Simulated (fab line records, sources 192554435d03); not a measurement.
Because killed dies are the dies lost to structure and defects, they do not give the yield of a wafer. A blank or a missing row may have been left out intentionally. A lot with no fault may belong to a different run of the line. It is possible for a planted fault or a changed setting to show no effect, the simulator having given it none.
Split-lot experiment | flow n5Finfet | route with 1938 steps; 7 lots, 21 wafers read

## ABOUT THE SPLIT
At N5_BEOL_M0_SAQP_DESCUM_45 (chemistry O2, time 7 s), the setting timeS was moved away from the recipe's 7 s on 10 of the 21 wafers read, by -15.8% to +14.0%. The other wafers ran this setting at the recipe's value.

The reading comes from the split's own step.

## THE READING
CAR-EUV_of_BEOL_M0_SAQP_COAT_34.thkNm (the simulator's own value, which no gauge read), in nm, at N5_BEOL_M0_SAQP_DESCUM_45 (chemistry O2, time 7 s). No usual value for it is given in the file. The 11 wafers here that ran the recipe average 26.0 nm, standard deviation 0.057 nm.

wafer  | tool, chamber at the split | timeS as run, s | against the recipe | CAR-EUV_of_BEOL_M0_SAQP_COAT_34.thkNm, nm | against lot-mates on the recipe
L076.1 | rieDiel-01, 0              | 6.419           | -8.3%              | 26.2                                      | +0.2
L076.3 | rieDiel-01, 3              | 7               | recipe             | 26                                        | -
L076.6 | rieDiel-01, 3              | 7               | recipe             | 26                                        | -
L080.2 | rieDiel-05, 0              | 7               | recipe             | 26                                        | -
L080.4 | rieDiel-05, 1              | 7.649           | +9.3%              | 25.8                                      | -0.2
L080.6 | rieDiel-05, 1              | 7.649           | +9.3%              | 25.6                                      | -0.4
L079.2 | rieDiel-05, 0,1            | 7               | recipe             | 26                                        | -
L079.5 | rieDiel-05, 0,1            | 7               | recipe             | 26                                        | -
L079.3 | rieDiel-05, 2              | 7.979           | +14.0%             | 25.4                                      | -0.6
L084.3 | rieDiel-02, 3              | 7               | recipe             | 26                                        | -
L084.4 | rieDiel-02, 0              | 6.179           | -11.7%             | 26.4                                      | +0.4
L084.6 | rieDiel-02, 1              | 6.179           | -11.7%             | 26.4                                      | +0.4
L088.2 | rieDiel-05, 3              | 7.572           | +8.2%              | 25.6                                      | -0.4
L088.4 | rieDiel-05, 0              | 7               | recipe             | 26                                        | -
L088.6 | rieDiel-05, 3              | 7.572           | +8.2%              | 25.6                                      | -0.4
L094.1 | rieDiel-02, 3,2            | 5.893           | -15.8%             | 26.8                                      | +0.6
L094.5 | rieDiel-02, 3,2            | 5.893           | -15.8%             | 26.8                                      | +0.6
L094.3 | rieDiel-02, 2              | 7               | recipe             | 26.2                                      | -
L097.1 | rieDiel-01, 3,1,2          | 7               | recipe             | 26                                        | -
L097.2 | rieDiel-01, 3,1,2          | 7               | recipe             | 26                                        | -
L097.6 | rieDiel-01, 3,1,2          | 7               | recipe             | 26                                        | -
Rows listing several chambers each stand for several wafers; the file does not say which wafer went through which chamber.

THE FIT
A straight line over all 21 wafers: CAR-EUV_of_BEOL_M0_SAQP_COAT_34.thkNm changes by -0.0422 nm for each +1% of timeS; r = -0.97; the points scatter about the line by 0.091 nm.
The same after taking each lot's own level away (the mean of its wafers on the recipe; 21 wafers): -0.0377 nm for each +1%; r = -0.99; scatter 0.055 nm.
According to that fit, moving timeS by its largest amount changes the reading by 0.6 nm.
Measured against the standard deviation above, the lots' own levels, which go from 26.00 to 26.20 nm, span 3.5 times it.
In other words, the slope is changed by the lot-to-lot level; the two fits disagree.
Check: for one of the wafers moved furthest among these (-15.8%), held out of the fit, the line's prediction against its lot-mates is +0.574 nm. Against them it came out at +0.6 nm.

## FURTHER SPLITS ON THESE WAFERS
These wafers also went through other splits before the reading. Each is held against what the fit with the lots' levels taken away leaves over:
other split on the same wafers        | wafers away from the commonest value | r with CAR-EUV_of_BEOL_M0_SAQP_COAT_34.thkNm (lot level and that fit taken away)
N5_MOL_CONTACT_COAG_ALD_27 aldCycles  | 8                                    | -0.25
N5_MOL_CONTACT_COAG_COAT_76 spinRpm   | 3                                    | -0.71
N5_MOL_CONTACT_COAG_DESCUM_45 timeS   | 3                                    | +0.38
N5_MOL_CONTACT_COAG_ALD_133 aldCycles | 6                                    | +0.23
N5_BEOL_M0_SAQP_EXPOSE_37 doseMj      | 6                                    | +0.31

## THE FILE'S OWN FIT
CAR-EUV_of_BEOL_M0_SAQP_COAT_34.thkNm changes by -0.0376 nm for each +1% of timeS, r = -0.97.
